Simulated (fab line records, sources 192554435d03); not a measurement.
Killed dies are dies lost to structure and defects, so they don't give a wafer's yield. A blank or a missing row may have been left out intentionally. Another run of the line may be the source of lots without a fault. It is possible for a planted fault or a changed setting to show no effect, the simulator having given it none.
Which of the tools did it? ; flow n5-finfet ; 13 lots with 37 wafers sampled at 6 steps, on a route of 1938 steps

== WHAT EACH GAUGE READ, for each wafer ==
N5_BEOL_M4_THK_MEAS_01. Usual: M4_ILD_THK 79.0 nm, standard deviation 1.2.
lot;measured;on;M4_ILD_THK (nm);flag
L594;day 7 23:17;film-metro-01;80.0 77.6 81.1;
L597;day 9 06:23;film-metro-02;76.3 80.4 79.6;
L598;day 9 06:56;film-metro-02;77.4 76.6 78.7;
L602;day 10 11:16;film-metro-01;53.9 79.6;OFF
L608;day 11 18:14;film-metro-02;78.7 78.2 80.2;
L607;day 12 04:06;film-metro-02;79.2 80.8 80.0;
L610;day 13 08:34;film-metro-02;78.1 78.2 79.2;
L613;day 13 18:48;film-metro-02;79.5 80.9;
L612;day 13 20:40;film-metro-01;77.2 78.3 78.6;
L614;day 14 09:41;film-metro-02;79.4 78.9 78.7;
L616;day 14 10:29;film-metro-02;78.1 79.1 79.4;
L615;day 14 14:38;film-metro-02;78.3 78.8 78.7;
L617;day 14 14:53;film-metro-02;77.2 79.1 78.1;

N5_BEOL_M4_RC_MEAS_101. Usual: DIBL_N 36.5 mV/V, standard deviation 2.1; DIBL_P 36.6 mV/V, standard deviation 2.6; IOFF_N 0.17 nA/um, standard deviation 0.044; IOFF_P 0.21 nA/um, standard deviation 0.048; ION_N 674 uA/um, standard deviation 17; ION_P 462 uA/um, standard deviation 9.5; SS_N 71.6 mV/dec, standard deviation 0.77; SS_P 73.5 mV/dec, standard deviation 0.72; VT_N 250 mV, standard deviation 4.2; VT_P -250 mV, standard deviation 3.9.
lot;measured;on;DIBL_N (mV/V);DIBL_P (mV/V);IOFF_N (nA/um);IOFF_P (nA/um);ION_N (uA/um);ION_P (uA/um);SS_N (mV/dec);SS_P (mV/dec);VT_N (mV);VT_P (mV);flag
L594;day 9 02:22;prober-02;36.8 34.5 35.9;36.2 33.7 34.8;0.19 0.15 0.18;0.25 0.22 0.22;686 673 683;468 466 469;71.4 71.3 71.5;74.0 73.4 73.4;246 252 245;-245 -247 -249;
L597;day 10 11:35;prober-02;37.2 40.6 39.5;37.7 42.3 40.8;0.14 0.24 0.20;0.20 0.28 0.25;667 706 685;462 478 465;71.1 72.4 72.2;73.0 74.4 74.3;253 241 248;-253 -245 -247;
L598;day 10 06:04;prober-01;41.7 34.2 40.5;40.4 32.3 40.5;0.31 0.13 0.29;0.35 0.19 0.34;707 678 703;476 467 475;73.8 70.7 72.2;74.9 72.7 74.8;241 251 241;-242 -250 -243;
L602;day 11 10:52;prober-02;34.4;34.2;0.13;0.17;670;462;70.6;73.3;252;-253;
L608;day 12 13:56;prober-02;34.3 36.0 36.1;33.9 37.2 37.2;0.12 0.16 0.15;0.15 0.21 0.21;659 688 662;451 466 455;71.0 71.6 71.7;73.1 73.3 74.1;258 249 251;-258 -253 -253;
L607;day 13 00:13;prober-01;38.7 38.1 36.4;38.6 38.9 36.6;0.21 0.21 0.16;0.25 0.25 0.21;703 696 677;473 480 455;71.7 71.5 70.9;74.1 73.7 73.3;243 244 248;-249 -248 -250;
L610;day 14 08:44;prober-01;35.4 36.4 34.7;36.2 38.3 35.6;0.16 0.19 0.14;0.21 0.23 0.19;656 682 649;459 465 455;71.1 71.7 71.7;74.2 74.2 73.3;251 247 253;-250 -251 -250;
L613;day 14 05:31;prober-01;36.3 35.6;36.1 35.6;0.14 0.12;0.17 0.15;664 648;456 443;72.5 71.6;73.6 73.0;254 254;-256 -259;
L612;day 14 11:39;prober-01;36.8 39.7 41.3;35.2 40.8 41.4;0.14 0.23 0.27;0.17 0.27 0.28;642 699 686;446 477 459;71.7 72.2 73.6;73.2 73.9 74.2;255 247 246;-254 -245 -251;
L614;day 14 19:44;prober-01;37.5 36.8 38.7;38.9 37.7 40.5;0.19 0.17 0.22;0.24 0.23 0.26;684 680 683;467 472 461;71.8 72.5 72.5;73.3 73.1 73.6;248 249 247;-251 -248 -246;
L616;day 15 03:29;prober-02;34.4 36.6 37.4;33.6 36.6 37.9;0.13 0.17 0.18;0.17 0.22 0.24;667 691 679;457 472 468;70.5 71.7 71.6;72.3 73.8 73.5;250 249 250;-251 -248 -246;
L615;day 15 10:08;prober-02;36.3 37.3 34.7;37.5 39.0 33.1;0.18 0.22 0.14;0.28 0.31 0.19;697 695 648;485 473 451;72.9 72.6 72.8;73.5 73.7 72.3;248 246 257;-246 -241 -251;
L617;day 15 13:25;prober-01;34.9 37.3 35.3;36.2 38.6 35.4;0.12 0.16 0.13;0.17 0.21 0.16;664 671 666;459 469 453;71.3 71.8 71.5;73.3 74.0 72.8;257 252 255;-256 -251 -258;

== WHICH TOOL RAN EACH LOT (tool, then ch and the chambers of the sampled wafers, then the start) ==
lot;N5_BEOL_M3_SPUTTER_86;N5_BEOL_M3_ANNEAL_91;N5_BEOL_M3_ANNEAL_95;N5_BEOL_M4_ILD_DEP_00
L594;pvd-sputter-02, day 7 20:57;pvd-sputter-02, day 7 21:28;pvd-sputter-02, day 7 21:55;pecvd-03 ch 0,1, day 7 23:13
L597;pvd-sputter-01, day 9 04:07;pvd-sputter-01, day 9 04:38;pvd-sputter-01, day 9 05:04;pecvd-03 ch 0,1,2, day 9 06:19
L598;pvd-sputter-03, day 9 04:22;pvd-sputter-03, day 9 04:53;pvd-sputter-03, day 9 05:19;pecvd-02 ch 0,1, day 9 06:52
L602;pvd-sputter-01, day 10 08:56;pvd-sputter-01, day 10 09:27;pvd-sputter-01, day 10 09:53;pecvd-03 ch 0, day 10 11:10
L608;pvd-sputter-01, day 11 15:55;pvd-sputter-01, day 11 16:26;pvd-sputter-01, day 11 16:52;pecvd-04 ch 0,1,2, day 11 18:10
L607;pvd-sputter-01, day 12 01:49;pvd-sputter-01, day 12 02:20;pvd-sputter-01, day 12 02:47;pecvd-02 ch 0,1,2, day 12 04:02
L610;pvd-sputter-01, day 13 06:17;pvd-sputter-01, day 13 06:49;pvd-sputter-01, day 13 07:15;pecvd-03 ch 0,1, day 13 08:30
L613;pvd-sputter-02, day 13 16:31;pvd-sputter-02, day 13 17:02;pvd-sputter-02, day 13 17:29;pecvd-02 ch 0, day 13 18:44
L612;pvd-sputter-02, day 13 18:22;pvd-sputter-02, day 13 18:53;pvd-sputter-02, day 13 19:19;pecvd-03 ch 1,2, day 13 20:34
L614;pvd-sputter-01, day 14 07:22;pvd-sputter-01, day 14 07:53;pvd-sputter-01, day 14 08:19;pecvd-03 ch 1,2, day 14 09:37
L616;pvd-sputter-02, day 14 07:59;pvd-sputter-02, day 14 08:35;pvd-sputter-02, day 14 09:04;pecvd-03 ch 1,2, day 14 10:23
L615;pvd-sputter-01, day 14 12:16;pvd-sputter-01, day 14 12:47;pvd-sputter-01, day 14 13:13;pecvd-03 ch 1,2, day 14 14:33
L617;pvd-sputter-02, day 14 12:32;pvd-sputter-02, day 14 13:04;pvd-sputter-02, day 14 13:30;pecvd-03 ch 1,2, day 14 14:48
- N5_BEOL_M3_SPUTTER_86: material Cu, target thk 4.5 nm, time 8.29 s.
- N5_BEOL_M3_ANNEAL_91: time 240 s.
- N5_BEOL_M3_ANNEAL_95: time 240 s.
- N5_BEOL_M4_ILD_DEP_00: deposits SiOC from DEMS/O2, target thk 79 nm, time 15.3 s.

== WHAT THE TOOLS THEMSELVES READ (means of the sampled wafers that have a number; where no wafer has one, the mark that the record gives instead) ==
N5_BEOL_M3_SPUTTER_86. Usual: throttle-valve-pct reads 29.6 % (standard deviation 0.87).
lot;tool;throttle-valve-pct (%);flag
L594;pvd-sputter-02;30.1;
L597;pvd-sputter-01;29.2;
L598;pvd-sputter-03;28.9;
L602;pvd-sputter-01;29.8;
L608;pvd-sputter-01;29.3;
L607;pvd-sputter-01;30.2;
L610;pvd-sputter-01;30.5;
L613;pvd-sputter-02;29.6;
L612;pvd-sputter-02;29.4;
L614;pvd-sputter-01;30.0;
L616;pvd-sputter-02;29.5;
L615;pvd-sputter-01;29.4;
L617;pvd-sputter-02;28.9;

N5_BEOL_M3_ANNEAL_91. Usual: heater-power-w reads 819 W (standard deviation 63).
lot;tool;heater-power-w (W);flag
L594;pvd-sputter-02;830;
L597;pvd-sputter-01;848;
L598;pvd-sputter-03;831;
L602;pvd-sputter-01;897;
L608;pvd-sputter-01;798;
L607;pvd-sputter-01;877;
L610;pvd-sputter-01;858;
L613;pvd-sputter-02;821;
L612;pvd-sputter-02;749;
L614;pvd-sputter-01;876;
L616;pvd-sputter-02;810;
L615;pvd-sputter-01;841;
L617;pvd-sputter-02;780;

N5_BEOL_M3_ANNEAL_95. Usual: heater-power-w reads 818 W (standard deviation 64).
lot;tool;heater-power-w (W);flag
L594;pvd-sputter-02;836;
L597;pvd-sputter-01;850;
L598;pvd-sputter-03;808;
L602;pvd-sputter-01;903;
L608;pvd-sputter-01;786;
L607;pvd-sputter-01;876;
L610;pvd-sputter-01;848;
L613;pvd-sputter-02;836;
L612;pvd-sputter-02;743;
L614;pvd-sputter-01;868;
L616;pvd-sputter-02;816;
L615;pvd-sputter-01;845;
L617;pvd-sputter-02;789;

N5_BEOL_M4_ILD_DEP_00. Usual: heater-power-w 586 W, standard deviation 100; showerhead-plenum-p-Torr 5.698 Torr, standard deviation 0.019; throttle-valve-pct 12.2 %, standard deviation 1.
lot;tool;heater-power-w (W);showerhead-plenum-p-Torr (Torr);throttle-valve-pct (%);flag
L594;pecvd-03;578;5.703;12.9;
L597;pecvd-03;613;5.701;12.2;
L598;pecvd-02;638;5.708;12.2;
L602;pecvd-03;632;5.716;13.9;
L608;pecvd-04;473;5.696;12.8;
L607;pecvd-02;545;5.702;11.7;
L610;pecvd-03;554;5.709;12.3;
L613;pecvd-02;670;5.708;12.2;
L612;pecvd-03;592;5.693;11.5;
L614;pecvd-03;604;5.697;11.8;
L616;pecvd-03;675;5.687;11.7;
L615;pecvd-03;574;5.707;11.5;
L617;pecvd-03;551;5.691;11.6;

== THE ANSWER, worked out from the rows above alone ==
Rule: a lot is off if the mean of its wafers that have a number lies more than 3 standard deviations from the usual mean. Also off: a lot with no number at a reading for which 4 or more lots have one. All remaining lots with rows at the step are treated as sound. The gauges are gone through in route order, then the tools' own readings, and for those a lot's mean is taken as printed above. At the first step where some lot is off, the reading lying furthest off is the one used; lots without a number count as furthest.
Off: L602, seen at N5_BEOL_M4_THK_MEAS_01 (M4_ILD_THK).
If a tool, at a process step before that reading, ran all the lots that are off and no sound lot after the first of them, it fits. The gauges at N5_BEOL_M4_THK_MEAS_01 are tried like those tools. Of those tried, none fits.

== WHAT THE SIMULATOR HAD PUT IN ==
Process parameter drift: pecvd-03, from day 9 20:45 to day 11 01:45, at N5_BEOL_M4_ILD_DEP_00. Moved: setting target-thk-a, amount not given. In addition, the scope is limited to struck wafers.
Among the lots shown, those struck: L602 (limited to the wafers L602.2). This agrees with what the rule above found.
